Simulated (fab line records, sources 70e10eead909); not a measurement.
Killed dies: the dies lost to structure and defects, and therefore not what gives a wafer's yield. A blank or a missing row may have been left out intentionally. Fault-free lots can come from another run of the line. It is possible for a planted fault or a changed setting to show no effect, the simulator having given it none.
Chamber matching || flow nand-harc || NHARC_A_STAIRCASE_ETCHBACK_422 on rie-diel-05 has 4 sister chambers
The step etches the open film in CH3F/O2, target depth 40 nm, time 74.286 s. 16 wafers are shown with their chamber, then 8 later ones without.

## EACH WAFER AND ITS CHAMBER
{"wafer": "L599.3", "chamber": 2, "showerhead-plenum-p-Torr (Torr)": 2.48, "drypump-motor-current-A (A)": 5.3, "rf-vpp-V (V)": 244.7}
{"wafer": "L599.4", "chamber": 1, "showerhead-plenum-p-Torr (Torr)": 2.52, "drypump-motor-current-A (A)": 5.2, "rf-vpp-V (V)": 244.7}
{"wafer": "L599.6", "chamber": 2, "showerhead-plenum-p-Torr (Torr)": 2.48, "drypump-motor-current-A (A)": 5.3, "rf-vpp-V (V)": 243.5}
{"wafer": "L598.2", "chamber": 1, "showerhead-plenum-p-Torr (Torr)": 2.52, "drypump-motor-current-A (A)": 5.2, "rf-vpp-V (V)": 245.3}
{"wafer": "L598.5", "chamber": 2, "showerhead-plenum-p-Torr (Torr)": 2.48, "drypump-motor-current-A (A)": 5.3, "rf-vpp-V (V)": 245.9}
{"wafer": "L598.6", "chamber": 3, "showerhead-plenum-p-Torr (Torr)": 2.33, "drypump-motor-current-A (A)": 6.6, "rf-vpp-V (V)": 242.8}
{"wafer": "L603.1", "chamber": 1, "showerhead-plenum-p-Torr (Torr)": 2.52, "drypump-motor-current-A (A)": 5.2, "rf-vpp-V (V)": 244.3}
{"wafer": "L603.2", "chamber": 0, "showerhead-plenum-p-Torr (Torr)": 2.34, "drypump-motor-current-A (A)": 6.6, "rf-vpp-V (V)": 242.4}
{"wafer": "L603.4", "chamber": 3, "showerhead-plenum-p-Torr (Torr)": 2.33, "drypump-motor-current-A (A)": 6.6, "rf-vpp-V (V)": 241.1}
{"wafer": "L608.2", "chamber": 0, "showerhead-plenum-p-Torr (Torr)": 2.34, "drypump-motor-current-A (A)": 6.5, "rf-vpp-V (V)": 242.5}
{"wafer": "L608.3", "chamber": 1, "showerhead-plenum-p-Torr (Torr)": 2.51, "drypump-motor-current-A (A)": 5.2, "rf-vpp-V (V)": 245.0}
{"wafer": "L608.5", "chamber": 3, "showerhead-plenum-p-Torr (Torr)": 2.33, "drypump-motor-current-A (A)": 6.7, "rf-vpp-V (V)": 243.1}
{"wafer": "L609.4", "chamber": 1, "showerhead-plenum-p-Torr (Torr)": 2.51, "drypump-motor-current-A (A)": 5.2, "rf-vpp-V (V)": 244.8}
{"wafer": "L609.5", "chamber": 0, "showerhead-plenum-p-Torr (Torr)": 2.34, "drypump-motor-current-A (A)": 6.5, "rf-vpp-V (V)": 243.5}
{"wafer": "L609.6", "chamber": 3, "showerhead-plenum-p-Torr (Torr)": 2.33, "drypump-motor-current-A (A)": 6.7, "rf-vpp-V (V)": 240.8}
{"wafer": "L610.2", "chamber": 0, "showerhead-plenum-p-Torr (Torr)": 2.33, "drypump-motor-current-A (A)": 6.5, "rf-vpp-V (V)": 242.9}

SIGNATURES (averages over the wafers above)
{"reading": "showerhead-plenum-p-Torr", "chamber 0": 2.3375, "chamber 1": 2.5160, "chamber 2": 2.4800, "chamber 3": 2.3300, "scatter within a chamber": 0.00403}
{"reading": "drypump-motor-current-A", "chamber 0": 6.525, "chamber 1": 5.200, "chamber 2": 5.300, "chamber 3": 6.650, "scatter within a chamber": 0.0382}
{"reading": "rf-vpp-V", "chamber 0": 242.825, "chamber 1": 244.820, "chamber 2": 244.700, "chamber 3": 241.950, "scatter within a chamber": 0.83}
Rule: a wafer lies at a distance from a chamber equal to the root of the sum of squares, over the readings, of (its reading less the chamber's mean, divided by the reading's scatter). The wafer belongs to the nearest chamber; if the next one is less than 2 further off, it can't be placed. How the scatter is found: for the shown wafers, subtract from each reading the mean of its chamber, square and add these, divide the total by (wafers less chambers), then take the root.

## WAFERS WITH NO CHAMBER GIVEN
{"wafer": "L610.3", "showerhead-plenum-p-Torr (Torr)": 2.47, "drypump-motor-current-A (A)": 5.3, "rf-vpp-V (V)": 242.7}
{"wafer": "L610.5", "showerhead-plenum-p-Torr (Torr)": 2.48, "drypump-motor-current-A (A)": 5.3, "rf-vpp-V (V)": 243.8}
{"wafer": "L614.3", "showerhead-plenum-p-Torr (Torr)": 2.47, "drypump-motor-current-A (A)": 5.3, "rf-vpp-V (V)": 244.7}
{"wafer": "L614.4", "showerhead-plenum-p-Torr (Torr)": 2.51, "drypump-motor-current-A (A)": 5.2, "rf-vpp-V (V)": 244.8}
{"wafer": "L614.5", "showerhead-plenum-p-Torr (Torr)": 2.51, "drypump-motor-current-A (A)": 5.2, "rf-vpp-V (V)": 243.9}
{"wafer": "L619.1", "showerhead-plenum-p-Torr (Torr)": 2.33, "drypump-motor-current-A (A)": 6.6, "rf-vpp-V (V)": 242.6}
{"wafer": "L619.2", "showerhead-plenum-p-Torr (Torr)": 2.50, "drypump-motor-current-A (A)": 5.2, "rf-vpp-V (V)": 245.2}
{"wafer": "L619.5", "showerhead-plenum-p-Torr (Torr)": 2.50, "drypump-motor-current-A (A)": 5.2, "rf-vpp-V (V)": 246.5}

## WHICH CHAMBER EACH ONE RAN IN
{"wafer": "L610.3", "from the rows above": 2, "in truth": 2}
{"wafer": "L610.5", "from the rows above": 2, "in truth": 2}
{"wafer": "L614.3", "from the rows above": 2, "in truth": 2}
{"wafer": "L614.4", "from the rows above": 1, "in truth": 1}
{"wafer": "L614.5", "from the rows above": 1, "in truth": 1}
{"wafer": "L619.1", "from the rows above": "can't be placed: 3 or 0", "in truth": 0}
{"wafer": "L619.2", "from the rows above": "can't be placed: 1 or 2", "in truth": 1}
{"wafer": "L619.5", "from the rows above": "can't be placed: 1 or 2", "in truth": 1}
Correctly placed: 5 of 8. Cannot be placed on the basis of these rows: 3; the candidates contain the true chamber in 3. Number placed wrongly: 0.
